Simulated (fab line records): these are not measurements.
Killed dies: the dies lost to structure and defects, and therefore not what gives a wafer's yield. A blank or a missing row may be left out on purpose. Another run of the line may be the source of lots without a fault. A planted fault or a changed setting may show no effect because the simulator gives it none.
Which tool is to blame?    flow nandHarc    12 lots with 36 wafers sampled at 6 steps, on a route of 1302 steps

== WHAT THE GAUGES READ, wafer by wafer ==
NHARC_A_BONDPAD_THK_MEAS_30: measures by ellipsometry.
lot   measured      on            thkNm (nm)
L075  day 23 11:31  filmMetro-01  200.7 202.3 202.2
L078  day 24 16:20  filmMetro-02  197.6 198.0 200.4
L079  day 25 12:45  filmMetro-01  200.7 200.2 202.8
L081  day 25 17:17  filmMetro-02  199.8 199.1 199.3
L083  day 26 20:49  filmMetro-01  200.4 201.7 202.0
L085  day 28 06:17  filmMetro-02  201.0 197.0 198.9
L087  day 28 16:28  filmMetro-01  202.9 198.8 197.1
L090  day 30 07:31  filmMetro-02  199.1 200.4 199.8
L093  day 30 17:54  filmMetro-02  200.5 198.8 199.0
L091  day 31 00:29  filmMetro-01  201.2 199.0 199.7
L095  day 31 18:43  filmMetro-02  200.3 200.8 200.0
L096  day 32 16:08  filmMetro-02  197.6 197.9 199.8

== WHICH TOOL RAN EACH LOT (tool, then ch and the chambers of the sampled wafers, then the start) ==
lot   NHARC_A_CONTACT_ETCH_139            NHARC_A_CONTACT_CMP_20         NHARC_A_M0_ETCH_15                            NHARC_A_BONDPAD_DEP_00                    NHARC_A_BONDPAD_CMP_29
L075  harCapEtch-01 ch 0,1, day 22 18:56  cmp-01 ch 1,3, day 22 22:16    rieDiel-09 ch 0,1, day 23 10:53 or earlier    pecvd-03 ch 0,1,2, day 23 10:53           cmp-04 ch 0,2, day 23 11:15
L078  harCapEtch-02 ch 0,1, day 23 23:42  cmp-02 ch 0,3, day 24 03:22    rieDiel-05 ch 0,1,3, day 24 16:07 or earlier  pecvd-04 ch 0,1, day 24 16:07 or earlier  cmp-01 ch 0,1,2, day 24 16:07
L079  harCapEtch-03 ch 0,1, day 24 20:56  cmp-01 ch 0,1,3, day 24 23:45  rieDiel-11 ch 1,2,3, day 25 12:05 or earlier  pecvd-04 ch 0,1,2, day 25 12:05           cmp-04 ch 0,1,2, day 25 12:31
L081  harCapEtch-02 ch 0,1, day 25 00:23  cmp-01 ch 0,1, day 25 03:09    rieDiel-09 ch 0,1,2, day 25 17:02 or earlier  pecvd-04 ch 0,1, day 25 17:02 or earlier  cmp-02 ch 1,2, day 25 17:02
L083  harCapEtch-02 ch 0,1, day 26 01:39  cmp-02 ch 1,2,3, day 26 04:34  rieDiel-05 ch 0,3, day 26 20:10 or earlier    pecvd-03 ch 0,1, day 26 20:10             cmp-04 ch 0,1,3, day 26 20:35
L085  harCapEtch-01 ch 0,1, day 27 13:34  cmp-01 ch 0,1,3, day 27 16:29  rieDiel-11 ch 0,1,3, day 28 05:33 or earlier  pecvd-02 ch 1, day 28 05:33               cmp-02 ch 1,2, day 28 06:02
L087  harCapEtch-02 ch 0,1, day 28 00:24  cmp-04 ch 0,2,3, day 28 03:22  rieDiel-11 ch 0,2,3, day 28 15:48 or earlier  pecvd-04 ch 0,1,2, day 28 15:48           cmp-01 ch 0,3, day 28 16:13
L090  harCapEtch-02 ch 0,1, day 29 15:37  cmp-02 ch 0,3, day 29 18:29    rieDiel-05 ch 0,2,3, day 30 06:55 or earlier  pecvd-03 ch 0,1,2, day 30 06:55           cmp-02 ch 1,2, day 30 07:16
L093  harCapEtch-02 ch 0,1, day 30 01:40  cmp-02 ch 0,2,3, day 30 04:31  rieDiel-09 ch 0,1,3, day 30 17:17 or earlier  pecvd-03 ch 0,1,2, day 30 17:17           cmp-01 ch 0,1, day 30 17:39
L091  harCapEtch-03 ch 0,1, day 30 08:16  cmp-02 ch 0,3, day 30 11:07    rieDiel-09 ch 0,3, day 30 23:58 or earlier    pecvd-02 ch 0,1,2, day 30 23:58           cmp-02 ch 0,3, day 31 00:14
L095  harCapEtch-03 ch 0,1, day 31 02:13  cmp-02 ch 0,2,3, day 31 05:30  rieDiel-09 ch 0,1,2, day 31 18:07 or earlier  pecvd-02 ch 1,2, day 31 18:07             cmp-04 ch 1,2,3, day 31 18:28
L096  harCapEtch-01 ch 0,1, day 32 00:03  cmp-04 ch 0,1, day 32 02:49    rieDiel-11 ch 0,2,3, day 32 15:28 or earlier  pecvd-04 ch 0,2, day 32 15:28             cmp-04 ch 0,3, day 32 15:53
- NHARC_A_CONTACT_ETCH_139: etches the open film in C4F8/O2/Ar, time 195 s, target depth 840 nm.
- NHARC_A_CONTACT_CMP_20: polishes, t overpolish 30 s, target thk 300 nm.
- NHARC_A_M0_ETCH_15: etches the open film in C4F8/Ar, target depth 150 nm, overetch 15 nm, time 82.5 s.
- NHARC_A_BONDPAD_DEP_00: deposits SiCN, target thk 250 nm.
- NHARC_A_BONDPAD_CMP_29: polishes SiCN, target thk 200 nm.

== THE ANSWER, worked out from the rows above alone ==
Rule: the usual values come from the lots themselves. Put in order of their means at a reading, lots are off if they are a third of the lots or fewer, leave a main group of 4 or more, and stand apart from it by a gap of 3 or more times the standard deviation of the main group's means; of several such gaps the widest counts. The tables above print the reading to a certain number of digits; a main group whose means all agree to those digits is not used. A lot without any number at a reading at which 4 lots or more have one is off too. Any other lot the step has rows for is counted as sound.
None of the lots is off at any reading shown; this tells nothing.

== WHAT THE SIMULATOR HAD PUT IN ==
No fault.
